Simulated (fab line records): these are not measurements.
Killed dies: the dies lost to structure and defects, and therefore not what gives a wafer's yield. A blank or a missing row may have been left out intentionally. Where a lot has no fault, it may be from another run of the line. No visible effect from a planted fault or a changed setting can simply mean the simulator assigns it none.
Comparing a struck lot with a sound one :: flow n5-finfet :: 22 out of 1938 route steps
Sound: these wafers, L131.1, L131.3, L131.4. Struck: wafer L137.2 (L137.1, L137.6, from the same lot, were not struck and are left out); the cause is given at the end.
Each step with rows lists, per side, the tool, then ch with its chambers, then its first start. Under that, the readings that differ: sound wafers :: struck wafers :: difference of the means :: sigmas: that difference in standard deviations of wafers without a fault.
alike: a reading whose means differ by less than 2 such deviations, as well as words and numbers matching on both sides. not compared: withheld readings; readings where some wafer has no value; bounds like >300 that might hide an equal value; numbers whose values overlap and for which the record gives no deviation.
Wherever a step has rows on one side only, a row that says differs or no value, or a row with sigmas, the two part there. When numbers do not overlap yet have no deviation, they are printed without sigmas and do not part them. A reading missing from all wafers of one side parts the sides only when that side holds two or more wafers.

N5_BEOL_M4_ANNEAL_87: time 240 s.
  sound on pvd-sputter-01 at day 9 18:36; struck on pvd-sputter-02 at day 11 01:42
  alike: heater-power-w
N5_BEOL_M4_SPUTTER_88: material Cu, target thk 4.5 nm, time 8.29 s.
  sound on pvd-sputter-01 at day 9 18:44; struck on pvd-sputter-02 at day 11 01:50
  alike: throttle-valve-pct
then, 1 step without rows for these wafers: N5_BEOL_M4_ANNEAL_89 (time 240 s).
N5_BEOL_M4_SPUTTER_90: material Cu, target thk 4.5 nm, time 8.29 s.
  sound on pvd-sputter-01 at day 9 18:58; struck on pvd-sputter-02 at day 11 02:04
  alike: throttle-valve-pct
then, 3 steps without rows for these wafers: N5_BEOL_M4_ANNEAL_91 (time 240 s); N5_BEOL_M4_SPUTTER_92 (material Cu, target thk 4.5 nm, time 8.29 s); N5_BEOL_M4_ANNEAL_93 (time 240 s).
N5_BEOL_M4_SPUTTER_94: material Cu, target thk 4.5 nm, time 8.29 s.
  sound on pvd-sputter-01 at day 9 19:24; struck on pvd-sputter-02 at day 11 02:30
  alike: throttle-valve-pct
then, 4 steps without rows for these wafers: N5_BEOL_M4_ANNEAL_95 (time 240 s); N5_BEOL_M4_SPUTTER_96 (material Cu, target thk 4.5 nm, time 8.29 s); N5_BEOL_M4_ECD_50 (material Cu, target thk 300 nm); N5_BEOL_M4_ANNEAL_51 (time 90 s).
N5_BEOL_M4_CMP_52: polishes, stops on SiOC, t overpolish 6.8 s, target thk 40 nm.
  sound on cmp-02 ch 0,1,3, day 9 20:09; struck on cmp-02 ch 2, day 11 03:14
reading: barrier-field-endpoint-s (s)
sound: 23.8 23.6 24.5
struck: 41.1
difference: +17.1
sigmas: +28

reading: overpolish-run-s (s)
sound: 6.799 6.791 6.823
struck: 0.035
difference: -6.769
sigmas: -99 or more

reading: time-to-endpoint-s (s)
sound: 61.2 60.9 60.0
struck: 80.3
difference: +19.6
sigmas: +7
  alike: motor-current-A, retaining-ring-pressure-frac
N5_BEOL_M4_THK_MEAS_53: measures by xrf.
  sound on film-metro-01 at day 9 20:25; struck on film-metro-02 at day 11 03:31
reading: M4_THK (nm)
sound: 39.3 41.2 40.2
struck: 142.9
difference: +102.7
sigmas: +86
then, 1 step without rows for these wafers: N5_BEOL_M4_PRE_CLEAN_60 (time 15 s).
N5_BEOL_M4_CO_CAP_55: material Co, precursor CCTBA/H2, target thk 2 nm, time 102.1 s.
  sound on cvd-co-01 ch 1,2, day 9 20:35; struck on cvd-co-01 ch 2, day 11 03:36
  alike: heater-power-w
  not compared: since-wet-clean-h
then, 2 steps without rows for these wafers: N5_BEOL_M4_PRE_CLEAN_56 (time 15 s); N5_BEOL_M4_DEP_57 (deposits SiCN from 3MS/NH3, target thk 8 nm, time 14 s).
N5_BEOL_M4_INSPECT_59: inspects for defects (darkfield).
  sound on defect-inspect-02 at day 9 20:47; struck on defect-inspect-02 at day 11 03:49
reading: raw-defect-count
sound: 95 108 64
struck: 5134
difference: +5045
sigmas: +99 or more
N5_BEOL_M4_RC_MEAS_101:
  the record has rows for the sound wafers here (prober-01 ch 0, day 9 20:49) and none for the struck ones
then, 1 step without rows for these wafers: N5_BEOL_M5_ILD_DEP_00 (deposits SiCOH lowk from DEMS/porogen, target thk 140.64 nm, time 25.9 s).
-- record jumps: 4 days separate the struck wafers' starts on either side; left off in module BEOL_M5, taken up again in module PASSIVATION, whose first shown step is the route's number 1936 --
N5_PASSIVATION_PROBE_49:
  sound on prober-02 at day 14 00:35; struck on prober-02 at day 15 06:52
reading: defect-limited-yield (%)
sound: 88.1 88.3 92.3
struck: 0
difference: -90
sigmas: -64

reading: killed_at_M4_up
sound: 14 20 23
struck: 1081
difference: +1062
sigmas: +99 or more

reading: killed-dies
sound: 141 138 91
struck: 1180
difference: +1057
sigmas: +66

reading: killed-on-rim
sound: 17 14 9
struck: 152
difference: +139
sigmas: +41

reading: sort-n-pass
sound: 1039 1042 1089
struck: 0
difference: -1057
sigmas: -66

reading: sort-yield-pct (%)
sound: 88.1 88.3 92.3
struck: 0
difference: -90
sigmas: -64
  alike: killed_at_M0_to_M3, killed-at-contacts, killed-at-front-end, killed-at-other, killed-open, killed-short, sort_bin_5_function, sort_bin_6_memory

== WHERE THEY PART ==
Earliest at N5_BEOL_M4_CMP_52; latest, in this record, at N5_PASSIVATION_PROBE_49.

WHY: whatever the simulator had introduced
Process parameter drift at N5_BEOL_M4_CMP_52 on cmp-02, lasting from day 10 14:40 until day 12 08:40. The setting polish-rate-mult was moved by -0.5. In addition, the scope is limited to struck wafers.
